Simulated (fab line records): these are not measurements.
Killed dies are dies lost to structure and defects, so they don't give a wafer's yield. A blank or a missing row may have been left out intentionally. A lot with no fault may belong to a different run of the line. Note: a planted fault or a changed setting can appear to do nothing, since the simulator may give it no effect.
Chamber matching | flow nandHarc | NHARC_A_CHANNEL_HOLE_D1_DEP_01 on pecvd-01 has 3 sister chambers
The step deposits SiON, target thk 140 nm. 6 wafers are shown with their chamber, then 7 later ones without.

## WAFERS, EACH WITH ITS CHAMBER
wafer  | chamber | heaterPowerW (W)
L223.5 | 0       | 751
L225.4 | 2       | 733
L230.4 | 1       | 916
L230.5 | 2       | 792
L242.1 | 0       | 705
L242.3 | 1       | 885

## WAFERS WITH NO CHAMBER GIVEN
wafer  | heaterPowerW (W)
L242.4 | 882
L244.3 | 718
L244.5 | 585
L244.6 | 897
L245.1 | 639
L245.3 | 829
L245.4 | 806

## EACH ONE'S CHAMBER
wafer  | from the rows above          | in truth
L242.4 | 1                            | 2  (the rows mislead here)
L244.3 | can't be placed: 0 or 2      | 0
L244.5 | can't be placed: 0 or 2      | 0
L244.6 | 1                            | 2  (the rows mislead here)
L245.1 | can't be placed: 0 or 2      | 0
L245.3 | can't be placed: 2 or 1 or 0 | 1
L245.4 | can't be placed: 2 or 0 or 1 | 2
Correctly placed: 0 of 7. Not placeable from these rows: 5 (in 5, the candidates include the true chamber). 2 placed wrongly.
How it was worked out, from the rows above alone: a wafer's distance from a chamber is the root of the sum, over the readings, of the square of ((its reading less the chamber's mean) divided by the reading's scatter). The wafer belongs to the nearest chamber; if the next one is less than 2 further off, it can't be placed. The mean given for a chamber averages the wafers shown for that chamber. How the scatter is found: for the shown wafers, subtract from each reading the mean of its chamber, square and add these, divide the total by (wafers less chambers), then take the root.
